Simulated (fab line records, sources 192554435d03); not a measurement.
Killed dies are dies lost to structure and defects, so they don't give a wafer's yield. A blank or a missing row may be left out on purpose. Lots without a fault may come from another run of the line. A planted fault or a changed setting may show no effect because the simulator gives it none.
A struck lot beside a sound one | flow n5_finfet | 37 steps out of a route of 1938
Sound: wafers L532.2, L532.3, L532.6. Struck: wafer L528.3. (L528.5, L528.6 of the same lot were not struck and are left out.) The cause comes at the end.
At each step with rows: each side's tool, then ch and its chambers, then its first start. Under that, the readings that differ: sound wafers | struck wafers | difference of the means | sigmas: that difference in standard deviations of wafers without a fault.
alike: readings whose means differ by less than 2 such deviations, and words and numbers that are the same on both sides. not compared: withheld readings, readings that some wafer has no value for, bounds like >300 that may hide the same value, and numbers for which the record gives no deviation and whose values overlap.
The two part at a step that has a row with sigmas, a row that says differs or no value, or rows on one side only. Numbers that don't overlap but have no deviation are shown without sigmas and don't part them. A reading that every wafer of one side lacks parts them only if that side has two wafers or more.

first, 9 steps without rows for these wafers: N5_PMOS_HMC_CHANNEL_EPI_EPI_26 (deposits Si from SiH4/H2, target thk 3.8 nm, time 22.7 s); N5_FIN_SAQP_PRECLEAN_42 (cleans in O3/DIW, time 60 s); N5_FIN_SAQP_PRECLEAN_00 (cleans in SC1, time 60 s); N5_FIN_SAQP_PRECLEAN_44 (cleans in SC2, time 45 s); N5_FIN_SAQP_SRD_01 (time 30 s); N5_FIN_SAQP_ALD_61 (deposits SiO2, target thk 4 nm, pulse time 1 s, purge time 2 s); N5_FIN_SAQP_DENSIFY_62 (time 60 s); N5_FIN_SAQP_HM_DEP_03 (deposits SiNx from SiH4/NH3/N2, target thk 38 nm, time 33.6 s); N5_FIN_SAQP_PECVD_47 (deposits a-Si from SiH4/He, target thk 45 nm, time 36.3 s).
N5_FIN_SAQP_PECVD_48: deposits SiNx from SiH4/NH3/N2, target thk 25 nm, time 22.1 s.
  sound on pecvd-04 ch 0,1,2, day 7 09:17; struck on pecvd-02 ch 0, day 6 09:51
  reading                                     | sound             | struck | difference | sigmas
  model.SiNx_of_FIN_SAQP_PECVD_48.thk_nm (nm) | 25.46 25.67 25.34 | 34.35  | +8.86      |
  alike: heater_power_outer_w, heater_power_w, showerhead_plenum_p_Torr, showerhead_vpp_V, throttle_valve_pct
then, 24 steps without rows for these wafers: N5_FIN_SAQP_PECVD_06 (deposits a-Si from SiH4/He, target thk 60 nm, time 48.1 s); N5_FIN_SAQP_HM_DEP_72 (deposits SiO2 from SiH4/N2O, target thk 12 nm, time 7.2 s); N5_FIN_SAQP_COAT_49 (time 60 s, resist thk 100 nm); N5_FIN_SAQP_COAT_50 (time 60 s, resist thk 35 nm); N5_FIN_SAQP_COAT_10 (resist thk 90 nm); N5_FIN_SAQP_EBR_12; N5_FIN_SAQP_SOFTBAKE_11 (time 60 s); N5_FIN_SAQP_EXPOSE_13 (exposes mask FIN CORE, target cd 35.6 nm); N5_FIN_SAQP_PEB_14 (peb time 60 s); N5_FIN_SAQP_DEVELOP_15 (develop time 30 s); N5_FIN_SAQP_DESCUM_21 (chemistry O2, time 7.9 s); N5_FIN_SAQP_ETCH_51 (etches SiARC in CF4, target depth 45.5 nm, time 75.8 s); N5_FIN_SAQP_ETCH_52 (etches SOC in N2/H2, target depth 100 nm, overetch 20 nm, time 150 s); N5_FIN_SAQP_STRIP_53 (strips in N2/H2); N5_FIN_SAQP_HM_OPEN_73 (chemistry CHF3/O2, target SiO2, stops on a-Si, target depth 12 nm, time 16.8 s); N5_FIN_SAQP_STRIP_74 (strips in CHF3/O2); N5_FIN_SAQP_MANDREL_ETCH_22 (etches a-Si in HBr/Cl2, stops on SiNx, target depth 60 nm, bt time 10 s, time 30 s); N5_FIN_SAQP_STRIP_55 (strips in N2/H2); N5_FIN_SAQP_STRIP_23 (strips in SPM, time 750 s); N5_FIN_SAQP_SRD_66 (time 30 s); N5_FIN_SAQP_RECESS_75 (chemistry HF/NH3, target SiO2, target depth 14.4 nm, afs cycles 3, sublimation time 60 s); N5_FIN_SAQP_SPACER1_ALD_24 (deposits SiO2, target thk 20.3 nm, pulse time 1 s, purge time 2 s); N5_FIN_SAQP_SPACER1_ETCHBACK_25 (etches SiO2 in CHF3/O2, target depth 24.4 nm, time 12.2 s); N5_FIN_SAQP_MANDREL1_REMOVE_56 (chemistry HBr/Cl2/O2, target a-Si, stops on SiNx, bt time 10 s).
N5_FIN_SAQP_ETCH_57: etches SiNx in CH3F/O2, target depth 32.5 nm, time 46.4 s.
  sound on rie_diel-05 ch 1,2,3, day 7 14:06; struck on rie_diel-06 ch 1, day 6 13:10
  reading                  | sound             | struck | difference | sigmas
  etch_rf_on_time_s (s)    | 45.8 46.7 46.4    | 63.5   | +17.2      | +24
  model.etch.depth_nm (nm) | 25.46 25.67 25.34 | 34.35  | +8.86      |
  alike: drypump_motor_current_A, oes_product_au, rf_vpp_V, showerhead_plenum_p_Torr, throttle_valve_pct
  not compared: rf_hours_counter_h
-- the record jumps here: 6 days lie between the struck wafers' starts before and after (it left off in module FIN_SAQP and takes up again in module BEOL_M4, whose first step shown is number 1111 of the route) --
N5_BEOL_M4_RC_MEAS_101:
  sound on prober-01 ch 0, day 13 20:19; struck on prober-02 ch 0, day 12 16:58
  alike: DIBL_N, DIBL_P, IOFF_N, IOFF_P, ION_N, ION_P, SS_N, SS_P, VT_N, VT_P
N5_PASSIVATION_PROBE_49:
  the record has rows for the sound wafers here (prober-01, day 18 00:28) and none for the struck ones

WHERE THEY PART
First at N5_FIN_SAQP_ETCH_57; last, within this record, at N5_PASSIVATION_PROBE_49.

WHY: what the simulator had put in
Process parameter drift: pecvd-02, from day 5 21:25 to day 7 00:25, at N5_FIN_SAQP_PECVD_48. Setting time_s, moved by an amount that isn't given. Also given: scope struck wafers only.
